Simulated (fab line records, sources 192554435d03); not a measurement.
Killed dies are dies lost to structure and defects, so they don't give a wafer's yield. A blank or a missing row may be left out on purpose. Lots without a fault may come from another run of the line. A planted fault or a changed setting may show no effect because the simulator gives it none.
Split-lot experiment | flow n5_finfet | 7 lots, 21 wafers read, on a route of 1938 steps

THE SPLIT
At N5_BEOL_M6_TRENCH_ETCH_37 (etches SiCOH lowk in C4F6/O2, target depth 94.435 nm, time 31.5 s), the setting bias_w was moved away from the recipe's 185 W on 7 of the 21 wafers read, by -10.9% to +17.7%. The other wafers ran this setting at the recipe's value.

FROM THE SPLIT TO THE READING: what the file shows between them, 2 steps
- N5_BEOL_M6_ETCH_41: etches SiCN in CH3F/O2, target depth 29.7 nm, time 52 s
- N5_BEOL_M6_STRIP_80: strips in N2/H2, time 10 s

THE READING
trench_depth_nm, in nm, at N5_BEOL_M6_OCD_MEAS_38. Fault-free wafers of this fab line usually give 94.0 nm, standard deviation 1.3 nm.

wafer  | tool, chamber at the split | bias_w as run, W | against the recipe | trench_depth_nm, nm | against lot-mates on the recipe
L074.1 | rie_diel-01, 3             | 195.4            | +5.6%              | 96.6                | +1.1
L074.5 | rie_diel-01, 0             | 185              | recipe             | 95.4                | -
L074.6 | rie_diel-01, 3             | 185              | recipe             | 95.6                | -
L076.4 | rie_diel-04, 0             | 185              | recipe             | 93.0                | -
L076.5 | rie_diel-04, 2             | 185              | recipe             | 93.7                | -
L076.6 | rie_diel-04, 1             | 217.7            | +17.7%             | 98.2                | +4.9
L081.3 | rie_diel-04, 3             | 185              | recipe             | 95.1                | -
L081.5 | rie_diel-04, 2             | 217.6            | +17.6%             | 98.0                | +2.8
L081.6 | rie_diel-04, 3             | 185              | recipe             | 95.2                | -
L086.1 | rie_diel-03, 2             | 206.3            | +11.5%             | 95.1                | +0.3
L086.3 | rie_diel-03, 0             | 185              | recipe             | 94.8                | -
L086.6 | rie_diel-03, 2             | 206.3            | +11.5%             | 94.8                | +0.0
L089.1 | rie_diel-01, 1             | 185              | recipe             | 93.4                | -
L089.2 | rie_diel-01, 2             | 185              | recipe             | 92.5                | -
L089.4 | rie_diel-01, 0             | 185              | recipe             | 94.0                | -
L090.1 | rie_diel-03, 3             | 164.9            | -10.9%             | 92.2                | -1.8
L090.3 | rie_diel-03, 0             | 185              | recipe             | 94.0                | -
L090.5 | rie_diel-03, 1             | 164.9            | -10.9%             | 90.4                | -3.6
L091.2 | rie_diel-04, 2             | 185              | recipe             | 93.8                | -
L091.4 | rie_diel-04, 3             | 185              | recipe             | 94.5                | -
L091.5 | rie_diel-04, 1             | 185              | recipe             | 93.4                | -

THE FIT
A straight line over all 21 wafers: trench_depth_nm changes by +0.206 nm for each +1% of bias_w; r = +0.83; the points scatter about the line by 1 nm.
The same after taking each lot's own level away (the mean of its wafers on the recipe; 21 wafers): +0.184 nm for each +1%; r = +0.85; scatter 0.87 nm.
On that fit, the largest move of bias_w shifts the reading by 3.2 nm.
The lots' own levels span 93.30 to 95.50 nm, that is 1.7 times the standard deviation above.
So the lot-to-lot level changes the slope: the two fits differ.
Check: with one of the wafers moved furthest among these (+17.7%) left out of the fit, the line predicts +2.37 nm for it against its lot-mates. It came out at +4.85 nm against them.
Tool readings at the split's step, against how far the setting was moved: rf_vpp_V r = +0.98.

OTHER SPLITS ON THESE WAFERS
These wafers also went through other splits before the reading. Each is held against what the fit with the lots' levels taken away leaves over:
other split on the same wafers    | wafers away from the commonest value | r with trench_depth_nm (lot level and that fit taken away)
N5_BEOL_M5_ETCH_41 source_w       | 9                                    | +0.35
N5_BEOL_M6_HM_DEP_02 target_thk_a | 6                                    | -0.23
N5_BEOL_M6_COAT_59 spin_rpm       | 4                                    | +0.00
N5_BEOL_M6_ETCH_66 source_w       | 5                                    | +0.27

THE WHOLE CHAIN: every reading that the file lists as answering this split, in the file's order
step                      | what it does                                                      | reading         | change (the file's fit)               | r (the file's)
N5_BEOL_M6_TRENCH_ETCH_37 | etches SiCOH lowk in C4F6/O2, target depth 94.435 nm, time 31.5 s | rf_vpp_V        | +5.13 V for each +1% of the setting   | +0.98
N5_BEOL_M6_OCD_MEAS_38    |                                                                   | trench_depth_nm | +0.191 nm for each +1% of the setting | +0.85

THE FILE'S OWN FIT
trench_depth_nm changes by +0.191 nm for each +1% of bias_w, r = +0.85.
